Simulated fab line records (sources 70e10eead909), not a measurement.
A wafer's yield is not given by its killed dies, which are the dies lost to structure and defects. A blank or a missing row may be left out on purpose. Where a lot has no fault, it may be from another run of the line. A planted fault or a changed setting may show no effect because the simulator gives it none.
fab line records	flow nand_harc	part 1 of 2: steps 1 to 4 of 6
record: lots: 23	wafers: 69	last_day: 33
route steps=1302 shown A_STAIRCASE@651
lots that met no fault: from a run of the same line without faults
start_h: hours from the record's opening day to when the first of the lot's shown wafers began	wait_h: time in hours since the lot's previous step	" as in the row above	L1.1+2: a single row standing in for several wafers	- either no value or no given start	* or withheld: withheld	< > ~ a bound
route shown NAME@n: NAME is a module with steps in the file, n the number in the route of the first one	usual: average and standard deviation across the fault-free wafers	same: alike in all rows	chamber/n: place in a boat	sites: per-site readings	_std_site: how widely they spread, as a standard deviation	_edge_site: inner sites' mean taken away from outer sites' mean	radius_mm: how far each site lies from the wafer's centre	mask NAME#n: copy n	behind: the tool/chamber that last shaped the wafer	hold: why the lot went on hold/how many hours it stayed there/how the hold came to an end	device: which transistor (n, p or np) failed to switch	end of line: the route-end tests of the same wafers	a step without rows: its recipe alone	killed: count of dies lost to structure and defects at first sort (not the wafer's yield)	map: per-die view of a wafer (x killed, . not killed, _ where there is no die)
set.NAME: setting as actually run; set.NAME@STEP: the setting as run at that earlier step	model.NAME: the simulator's own value behind a step, which no gauge read
the route's steps for a sample of lots (tables are steps, rows are wafers)
services: from which hour (start_h, from the record's first day; less than 0 if before it) a tool's chamber was out of use, for how many hours, and why
== steps ==
step: NHARC_A_STAIRCASE_ETCH_169
recipe: target_depth_a: 500	time_s: 107.1	ion_energy_ev: 120	ch3f_flow_sccm: 50	o2_flow_sccm: 30	ar_flow_sccm: 200	rf_w: 500	bias_w: 100	chemistry: CH3F/O2
usual: drypump_motor_current_A: 5.7/0.47	oes_product_au: 0.963/0.017	rf_vpp_V: 243.9/1.4	showerhead_plenum_p_Torr: 2.43/0.081	throttle_valve_pct: 20.664/0.0095
lot.wafer	tool	chamber	start_h	wait_h	drypump_motor_current_A	oes_product_au	rf_hours_counter_h	rf_vpp_V	showerhead_plenum_p_Torr	throttle_valve_pct
L074.4	rie_diel-04	1	352.14	0.1	5.7	0.968	54	243.7	2.46	20.661
L074.1	"	2	"	"	5.3	0.964	51	244.9	2.36	20.659
L074.3	"	3	"	"	6.2	0.968	51	241.5	2.32	20.671
L075.3	rie_diel-01	0	371.03	0.1	5.7	0.945	51	242.8	2.39	20.690
L075.4	"	1	"	"	5.1	0.978	51	241.1	2.27	20.665
L075.6	"	1	"	"	5.1	0.979	-	241.8	2.27	20.657
L077.1	rie_diel-07	3	371.19	0.1	5.3	0.953	27	244.5	2.51	20.667
L077.2	"	0	"	"	6.3	0.990	23	244.3	2.40	20.678
L077.5	"	0	"	"	6.2	0.984	-	244.1	2.40	20.665
L076.3	rie_diel-07	3	376.42	0.1	5.3	0.955	28	243.4	2.51	20.665
L076.1	"	0	"	"	6.3	0.975	24	243.0	2.40	20.667
L076.2	"	1	"	"	5.7	0.986	21	245.2	2.47	20.669
L079.2	rie_diel-01	2	392.38	0.1	5.1	0.966	0	244.2	2.48	20.662
L079.3	"	3	"	"	5.1	0.969	0	248.2	2.56	20.663
L079.5	"	2	"	"	5.1	0.963	-	244.2	2.48	20.673
L078.3	rie_diel-04	2	392.60	0.1	5.3	0.942	7	243.8	2.36	20.654
L078.2	"	0	"	"	5.5	0.927	8	244.6	2.40	20.658
L078.6	"	2	"	"	5.3	0.929	-	243.2	2.36	20.666
L080.1	rie_diel-04	3	403.44	0.1	6.2	0.973	15	242.5	2.32	20.655
L080.3	"	1	"	"	5.7	0.963	14	244.2	2.45	20.673
L080.6	"	2	"	"	5.3	0.978	-	243.0	2.36	20.645
L081.3	rie_diel-04	3	412.15	0.1	6.2	0.969	19	242.0	2.31	20.662
L081.1	"	0	"	"	5.5	0.976	20	243.7	2.39	20.660
L081.5	"	3	"	"	6.2	0.977	-	241.9	2.31	20.645
L083.4	rie_diel-07	3	448.96	0.1	5.4	0.967	52	245.5	2.50	20.654
L083.2	"	0	"	"	6.2	0.987	46	243.6	2.39	20.673
L083.5	"	0	"	"	6.2	0.993	-	243.2	2.39	20.685
L082.1	rie_diel-07	3	456.12	0.1	5.4	0.967	54	245.0	2.50	20.659
L082.4	"	0	"	"	6.3	0.968	47	243.2	2.39	20.664
L082.5	"	1	"	"	5.7	0.968	-	243.5	2.46	20.665
L085.4	rie_diel-07	0	462.39	0.1	6.3	0.976	49	242.7	2.39	20.678
L085.3	"	1	"	"	5.7	0.980	43	244.1	2.46	20.668
L085.2	"	3	"	"	5.4	0.959	56	246.3	2.50	20.653
L084.4	rie_diel-04	0	462.57	0.1	5.5	0.955	29	243.0	2.39	20.666
L084.1	"	1	"	"	5.7	0.969	30	242.3	2.45	20.673
L084.3	"	2	"	"	5.3	0.971	32	243.7	2.35	20.672
L088.1	rie_diel-01	3	486.59	0.1	5.1	0.962	42	246.7	2.55	20.642
L088.3	"	0	"	"	5.7	0.949	42	242.5	2.37	20.649
L088.5	"	3	"	"	5.1	0.954	-	245.3	2.55	20.663
L086.1	rie_diel-07	1	486.76	0.1	5.7	0.965	3	244.3	2.46	20.663
L086.4	"	2	"	"	6.6	0.985	3	244.2	2.49	20.666
L086.5	"	3	"	"	5.3	0.984	-	245.4	2.49	20.656
L089.2	rie_diel-04	0	500.76	0.1	5.5	0.970	40	243.6	2.39	20.663
L089.6	"	1	"	"	5.7	0.998	-	244.6	2.44	20.666
L089.5	"	2	"	"	5.3	0.993	-	242.7	2.35	20.676
L090.1	rie_diel-01	1	518.98	0.1	5.1	0.960	31	246.3	2.65	20.675
L090.4	"	3	"	"	5.1	0.960	-	246.1	2.54	20.658
L090.5	"	0	"	"	5.7	0.965	-	243.2	2.37	20.665
L091.2	rie_diel-01	0	519.18	0.1	5.7	0.946	47	243.7	2.37	20.671
L091.5	"	0	"	"	5.7	0.941	-	243.1	2.37	20.660
L091.6	"	1	"	"	5.1	0.940	-	246.5	2.65	20.674
L092.3	rie_diel-07	2	540.99	0.1	6.7	0.989	19	245.1	2.48	20.669
L092.6	"	3	"	"	5.4	0.971	-	244.9	2.48	20.672
L092.5	"	0	"	"	6.3	0.965	-	243.2	2.38	20.661
L094.1	rie_diel-07	3	567.53	0.1	5.4	0.974	35	244.8	2.48	20.670
L094.2	"	0	"	"	6.3	0.968	35	243.6	2.37	20.662
L094.3	"	1	"	"	5.7	0.946	27	244.4	2.45	20.665
L093.2	rie_diel-07	2	567.70	0.1	6.6	0.947	27	243.7	2.48	20.657
L093.3	"	3	"	"	5.4	0.937	35	242.4	2.48	20.673
L093.1	"	0	"	"	6.3	0.952	35	244.0	2.37	20.661
L096.2	rie_diel-04	1	567.80	0.6	5.7	0.924	4	243.1	2.44	20.666
L096.4	"	3	"	"	6.2	0.919	3	240.7	2.30	20.649
L096.5	"	1	"	"	5.7	0.929	-	244.4	2.44	20.661
L095.4	rie_diel-04	0	571.75	0.1	5.5	0.987	4	243.3	2.38	20.647
L095.2	"	1	"	"	5.7	0.962	5	242.6	2.44	20.661
L095.5	"	3	"	"	6.2	0.976	-	242.5	2.30	20.657
L097.1	rie_diel-04	2	580.13	0.1	5.3	0.963	7	242.0	2.34	20.659
L097.5	"	3	"	"	6.2	0.976	-	242.3	2.30	20.646
L097.6	"	0	"	"	5.5	0.990	-	243.1	2.38	20.672
step: NHARC_A_STAIRCASE_TRIM_187
recipe: time_s: 211.2	o2_flow_sccm: 500	ar_flow_sccm: 0	bias_w: 0	chemistry: O2
usual: drypump_motor_current_A: 5.6/0.49	oes_product_au: 1.000/0.0084	rf_vpp_V: 57.7/0.92	showerhead_plenum_p_Torr: 3.51/0.13	throttle_valve_pct: 17.037/0.0096
lot.wafer	tool	chamber	start_h	wait_h	drypump_motor_current_A	oes_product_au	rf_hours_counter_h	rf_vpp_V	showerhead_plenum_p_Torr	throttle_valve_pct
L074.4	rie_diel-07	3	357.70	0.1	5.4	1.001	25	57.6	3.60	17.020
L074.3	"	0	"	"	6.3	0.991	20	58.1	3.45	17.029
L074.1	"	1	"	"	5.7	0.998	17	58.2	3.55	17.018
L075.3	rie_diel-01	0	376.54	0.1	5.7	0.988	52	56.9	3.43	17.030
L075.4	"	2	"	"	5.1	0.998	48	56.0	3.55	17.030
L075.6	"	0	"	"	5.7	0.992	-	57.9	3.43	17.054
L077.1	rie_diel-04	1	376.86	0.1	5.7	1.006	2	58.1	3.53	17.042
L077.2	"	2	"	"	5.3	1.000	2	57.6	3.39	17.026
L077.5	"	0	"	"	5.6	0.989	-	57.4	3.45	17.042
L076.1	rie_diel-07	0	382.45	0.1	6.3	1.014	26	58.4	3.45	17.031
L076.2	"	1	"	"	5.7	1.009	22	58.0	3.54	17.040
L076.3	"	2	"	"	6.7	1.012	26	59.2	3.59	17.047
L079.3	rie_diel-01	3	398.03	0.1	5.1	0.999	2	59.0	3.67	17.031
L079.2	"	0	"	"	5.7	1.001	2	58.0	3.43	17.048
L079.5	"	1	"	"	5.1	0.999	-	57.6	3.81	17.024
L078.2	rie_diel-07	0	401.84	0.1	6.3	1.016	36	57.3	3.44	17.036
L078.3	"	1	"	"	5.7	1.007	31	58.6	3.54	17.035
L078.6	"	1	"	"	5.7	1.014	-	57.2	3.54	17.071
L080.3	rie_diel-07	2	411.36	0.1	6.7	1.009	38	57.7	3.58	17.032
L080.1	"	3	"	"	5.4	1.010	43	56.1	3.59	17.029
L080.6	"	0	"	"	6.3	0.995	-	58.8	3.44	17.054
L081.3	rie_diel-01	0	418.53	0.1	5.8	0.981	13	57.2	3.42	17.029
L081.1	"	1	"	"	5.1	0.991	11	59.2	3.80	17.028
L081.5	"	0	"	"	5.7	0.984	-	56.6	3.42	17.029
L083.4	rie_diel-04	3	454.48	0.1	6.2	1.003	28	57.8	3.32	17.056
L083.2	"	0	"	"	5.5	0.999	27	55.5	3.44	17.039
L083.5	"	0	"	"	5.5	1.005	-	57.5	3.44	17.044
L082.4	rie_diel-01	0	461.79	0.1	5.7	0.997	28	56.6	3.41	17.027
L082.1	"	1	"	"	5.1	0.989	22	57.1	3.80	17.039
L082.5	"	0	"	"	5.7	0.993	-	57.1	3.41	17.024
L084.4	rie_diel-01	0	468.21	0.1	5.7	0.988	31	57.5	3.41	17.041
L084.1	"	1	"	"	5.1	0.996	24	57.7	3.79	17.028
L084.3	"	3	"	"	5.2	0.996	31	58.7	3.66	17.047
L085.3	rie_diel-07	3	468.66	0.1	5.4	0.992	58	56.2	3.58	17.045
L085.2	"	1	"	"	5.7	0.998	46	59.1	3.53	17.026
L085.4	"	2	"	"	6.7	1.005	53	58.3	3.57	17.025
L088.1	rie_diel-01	2	492.52	0.1	5.1	0.987	37	59.2	3.53	17.051
L088.3	"	1	"	"	5.1	1.002	26	58.4	3.79	17.038
L088.5	"	2	"	"	5.1	0.999	-	58.1	3.53	17.044
L086.1	rie_diel-01	2	492.74	0.1	5.1	1.002	37	56.9	3.53	17.031
L086.4	"	2	"	"	5.1	0.999	-	58.8	3.53	17.034
L086.5	"	3	"	"	5.1	1.009	-	59.1	3.65	17.039
L089.2	rie_diel-04	2	506.45	0.1	5.3	1.009	44	57.8	3.37	17.043
L089.5	"	0	"	"	5.5	1.014	-	57.2	3.43	17.036
L089.6	"	1	"	"	5.7	0.999	-	58.2	3.51	17.044
L091.2	rie_diel-07	3	524.92	0.1	5.3	1.007	16	55.8	3.57	17.034
L091.6	"	2	"	"	6.7	1.007	-	56.9	3.57	17.031
L091.5	"	3	"	"	5.3	1.006	-	58.7	3.57	17.056
L090.1	rie_diel-04	2	525.55	0.1	5.3	0.999	51	57.4	3.37	17.030
L090.4	"	3	"	"	6.2	0.998	-	57.0	3.31	17.024
L090.5	"	1	"	"	5.7	1.011	-	57.4	3.50	17.046
L092.3	rie_diel-04	1	548.19	0.1	5.7	1.001	1	57.8	3.50	17.045
L092.5	"	0	"	"	5.5	1.006	-	57.6	3.42	17.033
L092.6	"	1	"	"	5.7	1.014	-	58.4	3.50	17.039
L094.1	rie_diel-04	2	573.11	0.1	5.3	0.988	5	57.6	3.36	17.044
L094.3	"	3	"	"	6.2	0.997	4	56.1	3.31	17.025
L094.2	"	0	"	"	5.5	1.006	4	57.4	3.42	17.038
L096.2	rie_diel-07	3	573.40	0.1	5.4	1.005	36	59.8	3.56	17.029
L096.4	"	1	"	"	5.7	0.998	29	57.5	3.51	17.031
L096.5	"	0	"	"	6.3	0.998	-	58.1	3.41	17.018
L093.3	rie_diel-01	2	573.63	0.1	5.1	0.985	1	58.1	3.52	17.046
L093.2	"	0	"	"	5.7	0.995	1	56.5	3.39	17.039
L093.1	"	1	"	"	5.1	0.992	1	58.4	3.78	17.044
L095.2	rie_diel-07	2	580.63	0.1	6.7	1.016	31	58.6	3.56	17.043
L095.4	"	3	"	"	5.4	0.999	38	58.9	3.55	17.034
L095.5	"	1	"	"	5.7	1.005	-	57.3	3.51	17.026
L097.1	rie_diel-04	2	585.54	0.1	5.3	0.986	8	58.8	3.36	17.040
L097.5	"	0	"	"	5.5	1.013	-	57.6	3.42	17.041
L097.6	"	1	"	"	5.7	1.002	-	58.4	3.50	17.028
step: NHARC_A_STAIRCASE_TRIM_189
recipe: time_s: 211.2	o2_flow_sccm: 500	ar_flow_sccm: 0	bias_w: 0	chemistry: O2
usual: drypump_motor_current_A: 5.6/0.49	oes_product_au: 1.000/0.0086	rf_vpp_V: 57.7/0.79	showerhead_plenum_p_Torr: 3.51/0.13	throttle_valve_pct: 17.036/0.0094
lot.wafer	tool	chamber	start_h	wait_h	drypump_motor_current_A	oes_product_au	rf_hours_counter_h	rf_vpp_V	showerhead_plenum_p_Torr	throttle_valve_pct
L074.3	rie_diel-07	0	-	-	6.3	0.997	20	58.0	3.45	17.034
L074.1	"	1	"	"	5.7	1.002	17	57.9	3.55	17.040
L074.4	"	2	"	"	6.7	1.000	22	58.3	3.59	17.058
L075.3	rie_diel-01	1	-	-	5.1	1.011	52	56.3	3.27	17.041
L075.4	"	2	"	"	5.1	0.993	49	57.8	3.55	17.030
L075.6	"	1	"	"	5.1	1.011	-	56.9	3.27	17.039
L077.1	rie_diel-04	0	-	-	5.5	1.007	3	57.2	3.45	17.048
L077.2	"	1	"	"	5.7	1.002	2	57.3	3.53	17.021
L077.5	"	0	"	"	5.6	1.001	-	58.0	3.45	17.051
L076.3	rie_diel-07	0	-	-	6.3	1.002	26	58.5	3.45	17.027
L076.2	"	2	"	"	6.7	1.021	26	56.9	3.59	17.042
L076.1	"	3	"	"	5.3	1.014	30	57.6	3.59	17.034
L079.3	rie_diel-01	0	-	-	5.7	1.000	2	58.2	3.43	17.045
L079.2	"	2	"	"	5.1	0.990	2	57.5	3.55	17.019
L079.5	"	1	"	"	5.1	0.992	-	58.6	3.81	17.025
L078.2	rie_diel-07	1	-	-	5.7	1.000	31	57.6	3.54	17.042
L078.3	"	2	"	"	6.7	1.013	35	57.0	3.58	17.036
L078.6	"	0	"	"	6.3	1.002	-	57.3	3.44	17.026
L080.3	rie_diel-07	3	-	-	5.4	1.002	43	57.3	3.59	17.030
L080.1	"	0	"	"	6.3	1.008	39	58.5	3.44	17.034
L080.6	"	3	"	"	5.4	1.008	-	57.3	3.59	17.031
L081.1	rie_diel-01	1	-	-	5.1	0.986	11	58.8	3.80	17.029
L081.3	"	0	"	"	5.7	0.988	13	57.2	3.42	17.032
L081.5	"	2	"	"	5.1	0.998	-	57.7	3.55	17.041
L083.4	rie_diel-04	2	-	-	5.3	0.994	30	57.1	3.38	17.048
L083.2	"	1	"	"	5.7	1.008	28	57.1	3.51	17.009
L083.5	"	3	"	"	6.2	0.996	-	56.8	3.32	17.035
L082.1	rie_diel-01	1	-	-	5.1	0.982	22	57.1	3.80	17.038
L082.4	"	2	"	"	5.1	0.999	22	57.0	3.54	17.028
L082.5	"	0	"	"	5.7	0.983	-	56.9	3.41	17.037
L084.1	rie_diel-01	0	-	-	5.7	0.991	31	58.7	3.41	17.039
L084.4	"	1	"	"	5.1	0.990	24	57.9	3.79	17.042
L084.3	"	3	"	"	5.1	0.996	31	58.4	3.66	17.046
L085.2	rie_diel-07	3	-	-	5.4	0.993	58	56.5	3.58	17.037
L085.3	"	1	"	"	5.7	1.002	46	57.6	3.53	17.032
L085.4	"	2	"	"	6.7	1.007	53	58.2	3.57	17.046
L088.3	rie_diel-01	2	-	-	5.1	1.005	37	57.7	3.53	17.047
L088.1	"	3	"	"	5.1	1.005	43	56.7	3.65	17.050
L088.5	"	2	"	"	5.1	0.992	-	57.6	3.53	17.042
L086.1	rie_diel-01	3	-	-	5.1	0.993	44	59.6	3.65	17.025
L086.4	"	1	"	"	5.1	0.987	-	57.8	3.79	17.034
L086.5	"	3	"	"	5.1	0.999	-	56.9	3.65	17.039
L089.2	rie_diel-04	2	-	-	5.3	1.001	44	57.4	3.37	17.036
L089.5	"	2	"	"	5.3	1.005	-	56.4	3.37	17.044
L089.6	"	3	"	"	6.2	1.010	-	58.1	3.32	17.036
L091.2	rie_diel-07	3	-	-	5.4	1.001	16	57.8	3.57	17.036
L091.6	"	0	"	"	6.3	1.000	-	57.6	3.42	17.036
L091.5	"	1	"	"	5.7	1.009	-	57.5	3.52	17.022
L090.1	rie_diel-04	3	-	-	6.2	1.001	50	58.0	3.31	17.040
L090.5	"	3	"	"	6.2	0.993	-	57.2	3.31	17.024
L090.4	"	1	"	"	5.7	1.009	-	56.8	3.50	17.038
L092.3	rie_diel-04	2	-	-	5.3	0.986	1	57.2	3.36	17.033
L092.5	"	0	"	"	5.5	0.995	-	56.5	3.42	17.047
L092.6	"	1	"	"	5.7	0.994	-	57.0	3.50	17.043
L094.3	rie_diel-04	0	-	-	5.5	1.015	4	59.0	3.42	17.037
L094.1	"	1	"	"	5.7	1.004	6	58.0	3.50	17.022
L094.2	"	2	"	"	5.3	0.985	5	56.9	3.36	17.041
L096.2	rie_diel-07	0	-	-	6.3	1.006	37	58.8	3.41	17.043
L096.4	"	1	"	"	5.7	0.997	30	56.2	3.51	17.034
L096.5	"	3	"	"	5.4	0.996	-	57.6	3.56	17.030
L093.2	rie_diel-01	1	-	-	5.1	0.999	1	58.8	3.78	17.046
L093.3	"	3	"	"	5.2	1.011	1	56.6	3.64	17.040
L093.1	"	0	"	"	5.7	1.004	1	57.7	3.40	17.041
L095.4	rie_diel-07	0	-	-	6.3	0.996	39	58.0	3.41	17.042
L095.2	"	2	"	"	6.7	1.018	31	58.1	3.56	17.042
L095.5	"	1	"	"	5.7	0.989	-	59.4	3.51	17.048
L097.1	rie_diel-04	1	-	-	5.7	1.006	9	57.7	3.50	17.032
L097.6	"	0	"	"	5.5	1.006	-	56.3	3.42	17.016
L097.5	"	1	"	"	5.7	1.008	-	57.7	3.50	17.031
step: NHARC_A_STAIRCASE_ETCH_190
recipe: target_depth_a: 1000	time_s: 40.5	ion_energy_ev: 400	c4f8_flow_sccm: 20	o2_flow_sccm: 10	ar_flow_sccm: withheld	rf_w: 600	bias_w: 1000	chemistry: C4F8/O2
usual: oes_product_au: 0.944/0.0097	rf_vpp_V: 895/4.7
lot.wafer	tool	chamber	start_h	wait_h	oes_product_au	rf_hours_counter_h	rf_vpp_V
L074.3	rie_diel-07	3	-	-	0.946	25	899
L074.1	"	0	"	"	0.946	20	893
L074.4	"	2	"	"	0.949	22	898
L075.3	rie_diel-01	3	-	-	0.944	50	901
L075.4	"	1	"	"	0.942	52	886
L075.6	"	2	"	"	0.930	-	898
L077.2	rie_diel-04	0	-	-	0.944	3	892
L077.1	"	2	"	"	0.959	2	892
L077.5	"	1	"	"	0.941	-	896
L076.1	rie_diel-07	1	-	-	0.937	23	897
L076.2	"	2	"	"	0.957	26	898
L076.3	"	0	"	"	0.943	26	894
L079.2	rie_diel-01	1	-	-	0.924	2	907
L079.3	"	2	"	"	0.938	3	897
L079.5	"	1	"	"	0.937	-	905
L078.3	rie_diel-07	0	-	-	0.947	36	893
L078.2	"	1	"	"	0.942	31	897
L078.6	"	3	"	"	0.945	-	898
L080.1	rie_diel-07	2	-	-	0.952	38	896
L080.3	"	3	"	"	0.946	44	899
L080.6	"	2	"	"	0.950	-	898
L081.3	rie_diel-01	1	-	-	0.942	11	905
L081.1	"	2	"	"	0.943	12	897
L081.5	"	1	"	"	0.942	-	906
L083.2	rie_diel-04	1	-	-	0.959	28	896
L083.4	"	0	"	"	0.953	27	893
L083.5	"	1	"	"	0.965	-	896
L082.1	rie_diel-01	0	-	-	0.927	29	893
L082.4	"	1	"	"	0.942	22	906
L082.5	"	2	"	"	0.953	-	897
L084.4	rie_diel-01	0	-	-	0.932	31	891
L084.3	"	1	"	"	0.927	24	905
L084.1	"	3	"	"	0.964	31	900
L085.2	rie_diel-07	1	-	-	0.946	46	897
L085.4	"	2	"	"	0.947	53	898
L085.3	"	3	"	"	0.947	58	898
L088.1	rie_diel-01	1	-	-	0.935	26	906
L088.3	"	3	"	"	0.943	44	902
L088.5	"	3	"	"	0.936	-	900
L086.1	rie_diel-01	1	-	-	0.924	27	905
L086.5	"	1	"	"	0.924	-	905
L086.4	"	3	"	"	0.934	-	900
L089.2	rie_diel-04	2	-	-	0.942	44	891
L089.6	"	3	"	"	0.935	-	889
L089.5	"	0	"	"	0.941	-	893
L091.2	rie_diel-07	0	-	-	0.949	16	891
L091.6	"	3	"	"	0.956	-	897
L091.5	"	0	"	"	0.958	-	893
L090.1	rie_diel-04	3	-	-	0.935	50	888
L090.5	"	1	"	"	0.939	-	897
L090.4	"	2	"	"	0.938	-	890
L092.3	rie_diel-04	2	-	-	0.952	1	890
L092.6	"	3	"	"	0.953	-	888
L092.5	"	0	"	"	0.951	-	892
L094.2	rie_diel-04	1	-	-	0.953	6	894
L094.3	"	2	"	"	0.933	5	889
L094.1	"	3	"	"	0.943	4	888
L096.2	rie_diel-07	2	-	-	0.958	29	898
L096.4	"	3	"	"	0.947	36	897
L096.5	"	1	"	"	0.962	-	896
L093.1	rie_diel-01	2	-	-	0.946	1	897
L093.3	"	0	"	"	0.942	1	891
L093.2	"	1	"	"	0.929	1	906
L095.2	rie_diel-07	2	-	-	0.939	31	898
L095.4	"	3	"	"	0.942	38	896
L095.5	"	3	"	"	0.941	-	896
L097.1	rie_diel-04	0	-	-	0.944	9	892
L097.5	"	2	"	"	0.940	-	890
L097.6	"	3	"	"	0.929	-	887
